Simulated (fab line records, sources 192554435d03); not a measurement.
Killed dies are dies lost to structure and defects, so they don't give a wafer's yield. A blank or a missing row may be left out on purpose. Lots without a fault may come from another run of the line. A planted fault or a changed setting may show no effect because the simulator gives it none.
A struck lot beside a sound one | flow n5_finfet | 16 steps out of a route of 1938
Sound: wafers L427.1, L427.3, L427.5. Struck: wafers L429.1, L429.4. (L429.2 of the same lot was not struck and is left out.) The cause comes at the end.
At each step with rows: each side's tool, then ch and its chambers, then its first start. Under that, the readings that differ: sound wafers | struck wafers | difference of the means | sigmas: that difference in standard deviations of wafers without a fault.
alike: readings whose means differ by less than 2 such deviations, and words and numbers that are the same on both sides. not compared: withheld readings, readings that some wafer has no value for, bounds like >300 that may hide the same value, and numbers for which the record gives no deviation and whose values overlap.
The two part at a step that has a row with sigmas, a row that says differs or no value, or rows on one side only. Numbers that don't overlap but have no deviation are shown without sigmas and don't part them. A reading that every wafer of one side lacks parts them only if that side has two wafers or more.

N5_BEOL_M4_STRIP_36: strips in N2/H2.
  sound on rie_diel-01 ch 0,1,2, day 8 23:07; struck on rie_diel-02 ch 1,2, day 9 15:04
  alike: drypump_motor_current_A, oes_product_au, rf_vpp_V, showerhead_plenum_p_Torr, throttle_valve_pct
  not compared: rf_hours_counter_h
then, 1 step without rows for these wafers: N5_BEOL_M4_TRENCH_ETCH_37 (etches SiOC in C4F6/O2, target depth 55.555 nm, time 29.2 s).
N5_BEOL_M4_ETCH_41: etches SiCN in CH3F/O2, target depth 29.9 nm, time 52.5 s.
  sound on rie_diel-01 ch 0,1,2; struck on rie_diel-02 ch 1,2
  alike: drypump_motor_current_A, oes_product_au, rf_vpp_V, showerhead_plenum_p_Torr, throttle_valve_pct
  not compared: rf_hours_counter_h
N5_BEOL_M4_STRIP_97: strips in N2/H2, time 10 s.
  sound on rie_diel-01 ch 0,1,2; struck on rie_diel-02 ch 1,2
  alike: drypump_motor_current_A, oes_product_au, rf_vpp_V, showerhead_plenum_p_Torr, throttle_valve_pct
  not compared: rf_hours_counter_h
N5_BEOL_M4_OCD_MEAS_38:
  sound on ocd-02, day 8 23:19; struck on ocd-01, day 9 15:16
  alike: trench_depth_nm
then, 4 steps without rows for these wafers: N5_BEOL_M4_HM_STRIP_39 (strips TiN in peroxide tin strip, target depth 25 nm, time 158 s); N5_BEOL_M4_SRD_40 (time 30 s); N5_BEOL_M4_PRECLEAN_42 (cleans in residue remover, time 60 s); N5_BEOL_M4_SRD_43 (time 30 s).
N5_BEOL_M4_CD_MEAS_35: target cd 18 nm, target cd y 22.4 nm.
  sound on cd_sem-01, day 8 23:28; struck on cd_sem-03, day 9 15:31
  alike: cd_nm
then, 1 step without rows for these wafers: N5_BEOL_M4_DEGAS_44 (time 60 s).
N5_BEOL_M4_PRE_CLEAN_45: time 30 s.
  sound on pvd_sputter-02, day 8 23:49; struck on pvd_sputter-01, day 9 15:45
  alike: heater_power_w
N5_BEOL_M4_ALD_84: deposits TaN, pulse time 2 s, purge time 3 s, co reactant purge time 2 s.
  sound on ald_metal-02 ch 1,3, day 8 23:54; struck on ald_metal-02 ch 1,2, day 9 15:55
  reading                      | sound | struck        | difference | sigmas
  co_reactant_pulse_time_s (s) | 3 3 3 | 4.2971 4.2971 | +1.2971    |
  alike: heater_power_w, precursor_vessel_pressure_torr
N5_BEOL_M4_SURFACE_TREAT_85:
  sound on pvd_sputter-02, day 9 00:25; struck on pvd_sputter-02, day 9 16:10
  not compared: throttle_valve_pct
N5_BEOL_M4_RC_MEAS_101:
  sound on prober-02 ch 0, day 9 09:36; struck on prober-01 ch 0, day 9 21:01
  alike: DIBL_N, DIBL_P, IOFF_N, IOFF_P, ION_N, ION_P, SS_N, SS_P, VT_N, VT_P
N5_PASSIVATION_PROBE_49:
  the record has rows for the sound wafers here (prober-01, day 13 22:03) and none for the struck ones

WHERE THEY PART
Only at N5_PASSIVATION_PROBE_49, within this record.

WHY: what the simulator had put in
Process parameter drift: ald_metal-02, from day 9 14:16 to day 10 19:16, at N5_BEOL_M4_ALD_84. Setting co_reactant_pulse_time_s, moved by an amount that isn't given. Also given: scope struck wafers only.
